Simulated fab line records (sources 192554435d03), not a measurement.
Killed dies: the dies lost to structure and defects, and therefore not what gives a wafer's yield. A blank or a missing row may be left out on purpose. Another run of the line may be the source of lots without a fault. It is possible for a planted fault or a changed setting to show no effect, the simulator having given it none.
Chamber matching | flow n5_finfet | N5_BEOL_M2_STRIP_66 on rie_diel-03 has 4 sister chambers
The step strips in CF4. 8 wafers are shown with their chamber, then 12 later ones without.

## WAFERS PAIRED WITH THEIR CHAMBERS
wafer  | chamber | drypump_motor_current_A (A) | throttle_valve_pct (%)
L085.3 | 1       | 5.1                         | 13.3
L085.4 | 0       | 6.4                         | 13.9
L085.5 | 2       | 5.6                         | 13.1
L087.1 | 0       | 6.3                         | 13.9
L087.6 | 3       | 5.4                         | 14.0
L090.2 | 3       | 5.4                         | 14.1
L090.3 | 2       | 5.6                         | 13.1
L090.6 | 1       | 5.1                         | 13.3

## WAFERS WHOSE CHAMBER IS MISSING
wafer  | drypump_motor_current_A (A) | throttle_valve_pct (%)
L091.1 | 6.3                         | 13.9
L091.3 | 5.7                         | 13.1
L091.6 | 5.1                         | 13.3
L094.1 | 5.6                         | 13.1
L094.4 | 6.4                         | 13.9
L094.5 | 5.1                         | 13.3
L095.1 | 5.6                         | 13.1
L095.3 | 5.4                         | 13.5
L095.6 | 5.1                         | 13.3
L096.2 | 5.4                         | 13.5
L096.3 | 6.3                         | 13.9
L096.5 | 5.6                         | 13.1

## CHAMBER TAKEN BY EACH
wafer  | from the rows above | in truth
L091.1 | 0                   | 0
L091.3 | 2                   | 2
L091.6 | 1                   | 1
L094.1 | 2                   | 2
L094.4 | 0                   | 0
L094.5 | 1                   | 1
L095.1 | 2                   | 2
L095.3 | 1                   | 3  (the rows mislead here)
L095.6 | 1                   | 1
L096.2 | 1                   | 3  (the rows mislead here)
L096.3 | 0                   | 0
L096.5 | 2                   | 2
Correct placement for 10 of the 12. Left unplaced by these rows: 0. Placed wrongly: 2.
How it was worked out, from the rows above alone: a wafer's distance from a chamber is the root of the sum, over the readings, of the square of ((its reading less the chamber's mean) divided by the reading's scatter). If the next closest chamber is less than 2 further off than the closest, the wafer can't be placed; otherwise it belongs to the closest. The mean given for a chamber averages the wafers shown for that chamber. The scatter: take each reading less its chamber's mean, square it, sum over the shown wafers, divide by the number of wafers less the number of chambers, and take the root.
